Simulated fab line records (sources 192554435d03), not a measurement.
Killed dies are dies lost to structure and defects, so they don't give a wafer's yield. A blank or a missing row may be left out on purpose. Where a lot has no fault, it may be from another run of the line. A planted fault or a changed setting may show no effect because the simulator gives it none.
fab line records :: flow n5-finfet
record
  lots=7
  wafers=20
  last-day=18
route steps=1938 shown MIM_BOT@1833 MIM_TOP@1834 MIM_TOP_LITHO@1839
lots untouched by any fault: they come from a run of this same line in which no faults occurred
start-h: start of the lot's first displayed wafer, in hours after the record's first day :: wait-h: how many hours have passed since the lot's step before this one :: " the same as in the row above :: L1.1+2: several wafers, shown together as one row :: - either no value or no given start :: * or withheld: withheld :: < > ~ a bound
route shown NAME@n: names a module that has steps shown in the file, with the first one's number in the route :: usual: mean and standard deviation over wafers with no fault :: same: alike in all rows :: chamber/n: place in a boat :: sites: readings site by site :: _std_site: standard deviation of those values :: _edge_site: outer sites' mean less inner sites' :: radius-mm: how far each site lies from the wafer's centre :: mask NAME#n: copy n :: behind: tool/chamber where the wafer was last shaped :: hold: why the lot went on hold/how many hours it stayed there/how the hold came to an end :: device: whichever transistor did not switch (one of n, p or np) :: end of line: the route-end tests of the same wafers :: step lacking rows: just its recipe :: killed: dies lost to structure and defects at the first sort, not the wafer's yield :: map: a wafer's dies, x killed, . not, _ none there
set.NAME: the setting that was run; set.NAME@STEP: the one run at that earlier step :: model.NAME: the simulator's own value behind a step, which no gauge read
lots at some steps of the route; a table a step, a row a wafer
services: a tool's chamber out of use, with start hour (start-h, from the record's first day; less than 0 if before it), hours out, and reason
## steps
# step N5_MIM_BOT_SPUTTER_00
# recipe
  material=TiN
  target-thk-a=350
  temp-c=200
  power-w=3000
  chamber-pressure-pa=0.49996
  gas=Ar
  reactive-partial-pa=0.37997
  time-s=89.7
# usual
  throttle-valve-pct=30.8/1
lot.wafer: L608.1
tool: pvd-sputter-01
chamber: -
start-h: 302.12
wait-h: 0.0
throttle-valve-pct: 30.9

lot.wafer: L608.4
tool: pvd-sputter-01
chamber: -
start-h: 302.12
wait-h: 0.0
throttle-valve-pct: 31.8

lot.wafer: L608.5
tool: pvd-sputter-01
chamber: -
start-h: 302.12
wait-h: 0.0
throttle-valve-pct: 30.6

lot.wafer: L614.3
tool: pvd-sputter-03
chamber: -
start-h: 339.96
wait-h: 0.0
throttle-valve-pct: 31.3

lot.wafer: L614.4
tool: pvd-sputter-03
chamber: -
start-h: 339.96
wait-h: 0.0
throttle-valve-pct: 30.8

lot.wafer: L614.5
tool: pvd-sputter-03
chamber: -
start-h: 339.96
wait-h: 0.0
throttle-valve-pct: 30.7

lot.wafer: L618.2
tool: pvd-sputter-01
chamber: -
start-h: 347.32
wait-h: 0.0
throttle-valve-pct: 32.0

lot.wafer: L618.3
tool: pvd-sputter-01
chamber: -
start-h: 347.32
wait-h: 0.0
throttle-valve-pct: 29.4

lot.wafer: L618.5
tool: pvd-sputter-01
chamber: -
start-h: 347.32
wait-h: 0.0
throttle-valve-pct: 30.7

lot.wafer: L619.1
tool: pvd-sputter-02
chamber: -
start-h: 349.03
wait-h: 0.0
throttle-valve-pct: 30.3

lot.wafer: L619.4
tool: pvd-sputter-02
chamber: -
start-h: 349.03
wait-h: 0.0
throttle-valve-pct: 29.8

lot.wafer: L619.5
tool: pvd-sputter-02
chamber: -
start-h: 349.03
wait-h: 0.0
throttle-valve-pct: 32.4

lot.wafer: L620.1
tool: pvd-sputter-01
chamber: -
start-h: 355.72
wait-h: 0.0
throttle-valve-pct: 30.8

lot.wafer: L620.5
tool: pvd-sputter-01
chamber: -
start-h: 355.72
wait-h: 0.0
throttle-valve-pct: 30.8

lot.wafer: L623.1
tool: pvd-sputter-01
chamber: -
start-h: 396.70
wait-h: 0.0
throttle-valve-pct: 31.0

lot.wafer: L623.3
tool: pvd-sputter-01
chamber: -
start-h: 396.70
wait-h: 0.0
throttle-valve-pct: 29.7

lot.wafer: L623.6
tool: pvd-sputter-01
chamber: -
start-h: 396.70
wait-h: 0.0
throttle-valve-pct: 29.5

lot.wafer: L626.1
tool: pvd-sputter-03
chamber: -
start-h: 421.12
wait-h: 0.0
throttle-valve-pct: 30.4

lot.wafer: L626.2
tool: pvd-sputter-03
chamber: -
start-h: 421.12
wait-h: 0.0
throttle-valve-pct: 30.7

lot.wafer: L626.3
tool: pvd-sputter-03
chamber: -
start-h: 421.12
wait-h: 0.0
throttle-valve-pct: 28.9
# step N5_MIM_TOP_ALD_00
# recipe
  material=Al2O3
  target-thk-a=*
  temp-c=withheld
  ald-precursor-family=TMA
  ald-co-reactant=O3
  pulse-time-s=withheld
  purge-time-s=3
  co-reactant-purge-time-s=withheld
  co-reactant-pulse-time-s=3
  ald-cycles=withheld
# usual
  precursor-pulse-height-rel=0.999/0.019
lot.wafer: L608.1
tool: ald-hk-01
chamber: 1
start-h: 302.22
wait-h: 0.1
precursor-pulse-height-rel: 1.003

lot.wafer: L608.4
tool: ald-hk-01
chamber: 2
start-h: 302.22
wait-h: 0.1
precursor-pulse-height-rel: 1.018

lot.wafer: L608.5
tool: ald-hk-01
chamber: 2
start-h: 302.22
wait-h: 0.1
precursor-pulse-height-rel: 0.999

lot.wafer: L614.3
tool: ald-hk-03
chamber: 3
start-h: 340.06
wait-h: 0.1
precursor-pulse-height-rel: 1.005

lot.wafer: L614.4
tool: ald-hk-03
chamber: 2
start-h: 340.06
wait-h: 0.1
precursor-pulse-height-rel: 1.012

lot.wafer: L614.5
tool: ald-hk-03
chamber: 0
start-h: 340.06
wait-h: 0.1
precursor-pulse-height-rel: 1.011

lot.wafer: L618.2
tool: ald-hk-03
chamber: 0
start-h: 347.42
wait-h: 0.1
precursor-pulse-height-rel: 1.008

lot.wafer: L618.3
tool: ald-hk-03
chamber: 1
start-h: 347.42
wait-h: 0.1
precursor-pulse-height-rel: 1.014

lot.wafer: L618.5
tool: ald-hk-03
chamber: 0
start-h: 347.42
wait-h: 0.1
precursor-pulse-height-rel: 0.989

lot.wafer: L619.1
tool: ald-hk-02
chamber: 0
start-h: 349.13
wait-h: 0.1
precursor-pulse-height-rel: 0.990

lot.wafer: L619.4
tool: ald-hk-02
chamber: 3
start-h: 349.13
wait-h: 0.1
precursor-pulse-height-rel: 0.988

lot.wafer: L619.5
tool: ald-hk-02
chamber: 1
start-h: 349.13
wait-h: 0.1
precursor-pulse-height-rel: 1.013

lot.wafer: L620.1
tool: ald-hk-01
chamber: 0
start-h: 355.83
wait-h: 0.1
precursor-pulse-height-rel: 1.023

lot.wafer: L620.5
tool: ald-hk-01
chamber: 0
start-h: 355.83
wait-h: 0.1
precursor-pulse-height-rel: 1.029

lot.wafer: L623.1
tool: ald-hk-01
chamber: 3
start-h: 396.80
wait-h: 0.1
precursor-pulse-height-rel: 0.998

lot.wafer: L623.3
tool: ald-hk-01
chamber: 0
start-h: 396.80
wait-h: 0.1
precursor-pulse-height-rel: 0.994

lot.wafer: L623.6
tool: ald-hk-01
chamber: 3
start-h: 396.80
wait-h: 0.1
precursor-pulse-height-rel: 1.043

lot.wafer: L626.1
tool: ald-hk-02
chamber: 0
start-h: 421.23
wait-h: 0.1
precursor-pulse-height-rel: 0.975

lot.wafer: L626.2
tool: ald-hk-02
chamber: 3
start-h: 421.23
wait-h: 0.1
precursor-pulse-height-rel: 1.003

lot.wafer: L626.3
tool: ald-hk-02
chamber: 2
start-h: 421.23
wait-h: 0.1
precursor-pulse-height-rel: 0.992
# step N5_MIM_TOP_ALD_01
# recipe
  material=HfO2
  target-thk-a=56
  temp-c=withheld
  ald-precursor-family=Hf-amide
  ald-co-reactant=O3
  pulse-time-s=1
  purge-time-s=3
  co-reactant-purge-time-s=2
  co-reactant-pulse-time-s=3
  ald-cycles=62
# usual
  precursor-pulse-height-rel=0.999/0.021
lot.wafer: L608.1
tool: ald-hk-01
chamber: 1
start-h: -
wait-h: -
precursor-pulse-height-rel: 1.033

lot.wafer: L608.4
tool: ald-hk-01
chamber: 2
start-h: -
wait-h: -
precursor-pulse-height-rel: 1.018

lot.wafer: L608.5
tool: ald-hk-01
chamber: 2
start-h: -
wait-h: -
precursor-pulse-height-rel: 1.000

lot.wafer: L614.3
tool: ald-hk-03
chamber: 3
start-h: -
wait-h: -
precursor-pulse-height-rel: 0.971

lot.wafer: L614.4
tool: ald-hk-03
chamber: 2
start-h: -
wait-h: -
precursor-pulse-height-rel: 1.009

lot.wafer: L614.5
tool: ald-hk-03
chamber: 0
start-h: -
wait-h: -
precursor-pulse-height-rel: 0.988

lot.wafer: L618.2
tool: ald-hk-03
chamber: 0
start-h: -
wait-h: -
precursor-pulse-height-rel: 1.015

lot.wafer: L618.3
tool: ald-hk-03
chamber: 1
start-h: -
wait-h: -
precursor-pulse-height-rel: 1.030

lot.wafer: L618.5
tool: ald-hk-03
chamber: 0
start-h: -
wait-h: -
precursor-pulse-height-rel: 1.006

lot.wafer: L619.1
tool: ald-hk-02
chamber: 0
start-h: -
wait-h: -
precursor-pulse-height-rel: 1.027

lot.wafer: L619.4
tool: ald-hk-02
chamber: 3
start-h: -
wait-h: -
precursor-pulse-height-rel: 1.022

lot.wafer: L619.5
tool: ald-hk-02
chamber: 1
start-h: -
wait-h: -
precursor-pulse-height-rel: 0.957

lot.wafer: L620.1
tool: ald-hk-01
chamber: 0
start-h: -
wait-h: -
precursor-pulse-height-rel: 0.996

lot.wafer: L620.5
tool: ald-hk-01
chamber: 0
start-h: -
wait-h: -
precursor-pulse-height-rel: 1.035

lot.wafer: L623.1
tool: ald-hk-01
chamber: 3
start-h: -
wait-h: -
precursor-pulse-height-rel: 1.009

lot.wafer: L623.3
tool: ald-hk-01
chamber: 0
start-h: -
wait-h: -
precursor-pulse-height-rel: 0.993

lot.wafer: L623.6
tool: ald-hk-01
chamber: 3
start-h: -
wait-h: -
precursor-pulse-height-rel: 0.997

lot.wafer: L626.1
tool: ald-hk-02
chamber: 0
start-h: -
wait-h: -
precursor-pulse-height-rel: 1.040

lot.wafer: L626.2
tool: ald-hk-02
chamber: 3
start-h: -
wait-h: -
precursor-pulse-height-rel: 0.984

lot.wafer: L626.3
tool: ald-hk-02
chamber: 2
start-h: -
wait-h: -
precursor-pulse-height-rel: 0.991
# step N5_MIM_TOP_ALD_02
# recipe
  material=Al2O3
  target-thk-a=*
  temp-c=withheld
  ald-precursor-family=TMA
  ald-co-reactant=O3
  pulse-time-s=withheld
  purge-time-s=3
  co-reactant-purge-time-s=withheld
  co-reactant-pulse-time-s=3
  ald-cycles=withheld
# usual
  precursor-pulse-height-rel=1.001/0.021
lot.wafer: L608.1
tool: ald-hk-01
chamber: 1
start-h: -
wait-h: -
precursor-pulse-height-rel: 0.986

lot.wafer: L608.4
tool: ald-hk-01
chamber: 2
start-h: -
wait-h: -
precursor-pulse-height-rel: 1.027

lot.wafer: L608.5
tool: ald-hk-01
chamber: 2
start-h: -
wait-h: -
precursor-pulse-height-rel: 0.958

lot.wafer: L614.3
tool: ald-hk-03
chamber: 3
start-h: -
wait-h: -
precursor-pulse-height-rel: 1.024

lot.wafer: L614.4
tool: ald-hk-03
chamber: 2
start-h: -
wait-h: -
precursor-pulse-height-rel: 1.003

lot.wafer: L614.5
tool: ald-hk-03
chamber: 0
start-h: -
wait-h: -
precursor-pulse-height-rel: 0.963

lot.wafer: L618.2
tool: ald-hk-03
chamber: 0
start-h: -
wait-h: -
precursor-pulse-height-rel: 0.951

lot.wafer: L618.3
tool: ald-hk-03
chamber: 1
start-h: -
wait-h: -
precursor-pulse-height-rel: 1.002

lot.wafer: L618.5
tool: ald-hk-03
chamber: 0
start-h: -
wait-h: -
precursor-pulse-height-rel: 1.031

lot.wafer: L619.1
tool: ald-hk-02
chamber: 0
start-h: -
wait-h: -
precursor-pulse-height-rel: 0.971

lot.wafer: L619.4
tool: ald-hk-02
chamber: 3
start-h: -
wait-h: -
precursor-pulse-height-rel: 1.009

lot.wafer: L619.5
tool: ald-hk-02
chamber: 1
start-h: -
wait-h: -
precursor-pulse-height-rel: 0.987

lot.wafer: L620.1
tool: ald-hk-01
chamber: 0
start-h: -
wait-h: -
precursor-pulse-height-rel: 1.000

lot.wafer: L620.5
tool: ald-hk-01
chamber: 0
start-h: -
wait-h: -
precursor-pulse-height-rel: 0.991

lot.wafer: L623.1
tool: ald-hk-01
chamber: 3
start-h: -
wait-h: -
precursor-pulse-height-rel: 1.017

lot.wafer: L623.3
tool: ald-hk-01
chamber: 0
start-h: -
wait-h: -
precursor-pulse-height-rel: 0.987

lot.wafer: L623.6
tool: ald-hk-01
chamber: 3
start-h: -
wait-h: -
precursor-pulse-height-rel: 1.001

lot.wafer: L626.1
tool: ald-hk-02
chamber: 0
start-h: -
wait-h: -
precursor-pulse-height-rel: 1.003

lot.wafer: L626.2
tool: ald-hk-02
chamber: 3
start-h: -
wait-h: -
precursor-pulse-height-rel: 1.016

lot.wafer: L626.3
tool: ald-hk-02
chamber: 2
start-h: -
wait-h: -
precursor-pulse-height-rel: 0.981
# step N5_MIM_TOP_DEGAS_04
# recipe
  ambient=vacuum
  temp-c=300
  time-s=60
# usual
  heater-power-w=476/63
lot.wafer: L608.1
tool: pvd-sputter-02
chamber: -
start-h: 303.31
wait-h: -
heater-power-w: 581

lot.wafer: L608.4
tool: pvd-sputter-02
chamber: -
start-h: 303.31
wait-h: -
heater-power-w: 474

lot.wafer: L608.5
tool: pvd-sputter-02
chamber: -
start-h: 303.31
wait-h: -
heater-power-w: 580

lot.wafer: L614.3
tool: pvd-sputter-02
chamber: -
start-h: 340.52
wait-h: -
heater-power-w: 575

lot.wafer: L614.4
tool: pvd-sputter-02
chamber: -
start-h: 340.52
wait-h: -
heater-power-w: 460

lot.wafer: L614.5
tool: pvd-sputter-02
chamber: -
start-h: 340.52
wait-h: -
heater-power-w: 456

lot.wafer: L618.2
tool: pvd-sputter-02
chamber: -
start-h: 348.87
wait-h: -
heater-power-w: 457

lot.wafer: L618.3
tool: pvd-sputter-02
chamber: -
start-h: 348.87
wait-h: -
heater-power-w: 572

lot.wafer: L618.5
tool: pvd-sputter-02
chamber: -
start-h: 348.87
wait-h: -
heater-power-w: 517

lot.wafer: L619.1
tool: pvd-sputter-03
chamber: -
start-h: 349.61
wait-h: -
heater-power-w: 529

lot.wafer: L619.4
tool: pvd-sputter-03
chamber: -
start-h: 349.61
wait-h: -
heater-power-w: 429

lot.wafer: L619.5
tool: pvd-sputter-03
chamber: -
start-h: 349.61
wait-h: -
heater-power-w: 412

lot.wafer: L620.1
tool: pvd-sputter-01
chamber: -
start-h: 357.42
wait-h: -
heater-power-w: 483

lot.wafer: L620.5
tool: pvd-sputter-01
chamber: -
start-h: 357.42
wait-h: -
heater-power-w: 525

lot.wafer: L623.1
tool: pvd-sputter-03
chamber: -
start-h: 397.53
wait-h: -
heater-power-w: 423

lot.wafer: L623.3
tool: pvd-sputter-03
chamber: -
start-h: 397.53
wait-h: -
heater-power-w: 531

lot.wafer: L623.6
tool: pvd-sputter-03
chamber: -
start-h: 397.53
wait-h: -
heater-power-w: 421

lot.wafer: L626.1
tool: pvd-sputter-03
chamber: -
start-h: 422.42
wait-h: -
heater-power-w: 415

lot.wafer: L626.2
tool: pvd-sputter-03
chamber: -
start-h: 422.42
wait-h: -
heater-power-w: 420

lot.wafer: L626.3
tool: pvd-sputter-03
chamber: -
start-h: 422.42
wait-h: -
heater-power-w: 470
# step N5_MIM_TOP_SPUTTER_03
# recipe
  material=TiN
  target-thk-a=350
  temp-c=200
  power-w=3000
  chamber-pressure-pa=0.49996
  gas=Ar
  reactive-partial-pa=0.37997
  time-s=89.7
# step N5_MIM_TOP_LITHO_HMDS_01
# recipe
  time-s=60
  temp-c=120
# step N5_MIM_TOP_LITHO_COAT_02
# recipe
  spin-rpm=*
  resist-thk-nm=*
# step N5_MIM_TOP_LITHO_EBR_04
# recipe
  solvent=PGMEA
  ebr-width-mm=1.5
# step N5_MIM_TOP_LITHO_SOFTBAKE_03
# recipe
  temp-c=100
  time-s=90
# step N5_MIM_TOP_LITHO_EXPOSE_05
# recipe
  mask-id=MIM_TOP
  na=0.55
  source-shape=conventional
  sigma-outer=0.8
  polarization=unpolarized
  target-cd-nm=2000
  dose-mj=20.5
# step N5_MIM_TOP_LITHO_PEB_06
# recipe
  peb-temp-c=withheld
  peb-time-s=*
# step N5_MIM_TOP_LITHO_DEVELOP_07
# recipe
  develop-time-s=60
  rinse-liquid=diw
  dry=air-spin
  dev-temp-c=21
lot.wafer: L608.1+4+5
tool: litho-track-03
chamber: 0
start-h: 303.63
wait-h: -

lot.wafer: L614.3+4+5
tool: litho-track-03
chamber: 0
start-h: 340.96
wait-h: -

lot.wafer: L618.2+3+5
tool: litho-track-02
chamber: 0
start-h: 349.31
wait-h: -

lot.wafer: L619.1+4+5
tool: litho-track-03
chamber: 0
start-h: 349.92
wait-h: -

lot.wafer: L620.1+5
tool: litho-track-03
chamber: 0
start-h: 357.86
wait-h: -

lot.wafer: L623.1+3+6
tool: litho-track-05
chamber: 0
start-h: 397.98
wait-h: -

lot.wafer: L626.1+2+3
tool: litho-track-02
chamber: 0
start-h: 422.73
wait-h: -
# step N5_MIM_TOP_LITHO_HARDBAKE_09
# recipe
  temp-c=130
  time-s=120
# step N5_MIM_TOP_LITHO_CD_MEAS_08
# recipe
  target-cd-nm=2000
  landing-energy-ev=500
  detector=se-inlens
# usual
  cd-nm=2000.1/1.6
lot.wafer: L608.1
tool: cd-sem-02
chamber: 0
start-h: 303.75
wait-h: -
cd-nm: 2001.4

lot.wafer: L608.4
tool: cd-sem-02
chamber: 0
start-h: 303.75
wait-h: -
cd-nm: 2001.1

lot.wafer: L608.5
tool: cd-sem-02
chamber: 0
start-h: 303.75
wait-h: -
cd-nm: 2001.8

lot.wafer: L614.3
tool: cd-sem-01
chamber: 0
start-h: 341.08
wait-h: -
cd-nm: 2000.5

lot.wafer: L614.4
tool: cd-sem-01
chamber: 0
start-h: 341.08
wait-h: -
cd-nm: 1995.1

lot.wafer: L614.5
tool: cd-sem-01
chamber: 0
start-h: 341.08
wait-h: -
cd-nm: 2001.4

lot.wafer: L618.2
tool: cd-sem-02
chamber: 0
start-h: 349.43
wait-h: -
cd-nm: 2001.4

lot.wafer: L618.3
tool: cd-sem-02
chamber: 0
start-h: 349.43
wait-h: -
cd-nm: 2001.3

lot.wafer: L618.5
tool: cd-sem-02
chamber: 0
start-h: 349.43
wait-h: -
cd-nm: 1999.8

lot.wafer: L619.1
tool: cd-sem-02
chamber: 0
start-h: 350.04
wait-h: -
cd-nm: 1995.3

lot.wafer: L619.4
tool: cd-sem-02
chamber: 0
start-h: 350.04
wait-h: -
cd-nm: 1993.2

lot.wafer: L619.5
tool: cd-sem-02
chamber: 0
start-h: 350.04
wait-h: -
cd-nm: 1999.3

lot.wafer: L620.1
tool: cd-sem-03
chamber: 0
start-h: 357.97
wait-h: -
cd-nm: 1995.1

lot.wafer: L620.5
tool: cd-sem-03
chamber: 0
start-h: 357.97
wait-h: -
cd-nm: 1997.4

lot.wafer: L623.1
tool: cd-sem-03
chamber: 0
start-h: 398.09
wait-h: -
cd-nm: 2004.9

lot.wafer: L623.3
tool: cd-sem-03
chamber: 0
start-h: 398.09
wait-h: -
cd-nm: 2001.1

lot.wafer: L623.6
tool: cd-sem-03
chamber: 0
start-h: 398.09
wait-h: -
cd-nm: 2001.3

lot.wafer: L626.1
tool: cd-sem-01
chamber: 0
start-h: 422.85
wait-h: -
cd-nm: 2001.7

lot.wafer: L626.2
tool: cd-sem-01
chamber: 0
start-h: 422.85
wait-h: -
cd-nm: 2001.4

lot.wafer: L626.3
tool: cd-sem-01
chamber: 0
start-h: 422.85
wait-h: -
cd-nm: 2001.4
# step N5_MIM_TOP_LITHO_OVL_MEAS_11
# recipe
  points-per-wafer=44
# usual
  MIM_TOP_OVL=-1/4.9
lot.wafer: L608.1
tool: overlay-02
chamber: 0
start-h: 303.78
wait-h: 0.0
MIM_TOP_OVL[nm]: -8

lot.wafer: L608.4
tool: overlay-02
chamber: 0
start-h: 303.78
wait-h: 0.0
MIM_TOP_OVL[nm]: -2

lot.wafer: L608.5
tool: overlay-02
chamber: 0
start-h: 303.78
wait-h: 0.0
MIM_TOP_OVL[nm]: -4

lot.wafer: L614.3
tool: overlay-01
chamber: 0
start-h: 341.10
wait-h: 0.0
MIM_TOP_OVL[nm]: 1

lot.wafer: L614.4
tool: overlay-01
chamber: 0
start-h: 341.10
wait-h: 0.0
MIM_TOP_OVL[nm]: 3

lot.wafer: L614.5
tool: overlay-01
chamber: 0
start-h: 341.10
wait-h: 0.0
MIM_TOP_OVL[nm]: 1

lot.wafer: L618.2
tool: overlay-02
chamber: 0
start-h: 349.46
wait-h: 0.0
MIM_TOP_OVL[nm]: -1

lot.wafer: L618.3
tool: overlay-02
chamber: 0
start-h: 349.46
wait-h: 0.0
MIM_TOP_OVL[nm]: 1

lot.wafer: L618.5
tool: overlay-02
chamber: 0
start-h: 349.46
wait-h: 0.0
MIM_TOP_OVL[nm]: 1

lot.wafer: L619.1
tool: overlay-01
chamber: 0
start-h: 350.07
wait-h: 0.0
MIM_TOP_OVL[nm]: 3

lot.wafer: L619.4
tool: overlay-01
chamber: 0
start-h: 350.07
wait-h: 0.0
MIM_TOP_OVL[nm]: -7

lot.wafer: L619.5
tool: overlay-01
chamber: 0
start-h: 350.07
wait-h: 0.0
MIM_TOP_OVL[nm]: 0

lot.wafer: L620.1
tool: overlay-01
chamber: 0
start-h: 358.00
wait-h: 0.0
MIM_TOP_OVL[nm]: -6

lot.wafer: L620.5
tool: overlay-01
chamber: 0
start-h: 358.00
wait-h: 0.0
MIM_TOP_OVL[nm]: -5

lot.wafer: L623.1
tool: overlay-02
chamber: 0
start-h: 398.12
wait-h: 0.0
MIM_TOP_OVL[nm]: 2

lot.wafer: L623.3
tool: overlay-02
chamber: 0
start-h: 398.12
wait-h: 0.0
MIM_TOP_OVL[nm]: 1

lot.wafer: L623.6
tool: overlay-02
chamber: 0
start-h: 398.12
wait-h: 0.0
MIM_TOP_OVL[nm]: -8

lot.wafer: L626.1
tool: overlay-01
chamber: 0
start-h: 422.88
wait-h: 0.0
MIM_TOP_OVL[nm]: -15

lot.wafer: L626.2
tool: overlay-01
chamber: 0
start-h: 422.88
wait-h: 0.0
MIM_TOP_OVL[nm]: -8

lot.wafer: L626.3
tool: overlay-01
chamber: 0
start-h: 422.88
wait-h: 0.0
MIM_TOP_OVL[nm]: -6
## services
tool: pvd-sputter-02
chamber: -
start-h: 394.73
hours: 1.5
kind: repair
## key
first-sign
  step=N5_MIM_TOP_LITHO_CD_MEAS_08
  reading=cd-nm
  direction=down
  sigmas=3.5
  usual=2000.1
  struck=1994.7
effect none on later readings
met-at N5_MIM_TOP_LITHO_DEVELOP_07
struck-wafers L614.4,L619.1,L619.4,L620.1
onset-between 303.63 340.96
fault
  kind=process-parameter-drift
  tool=litho-track-03
  chamber=-
  onset-h=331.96
  steps=N5_MIM_TOP_LITHO_DEVELOP_07
  channel=develop-time-s
  offset=*
  shape=step
  end-h=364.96
  scope=struck-wafers-only
  acts-in=*
  stated=*
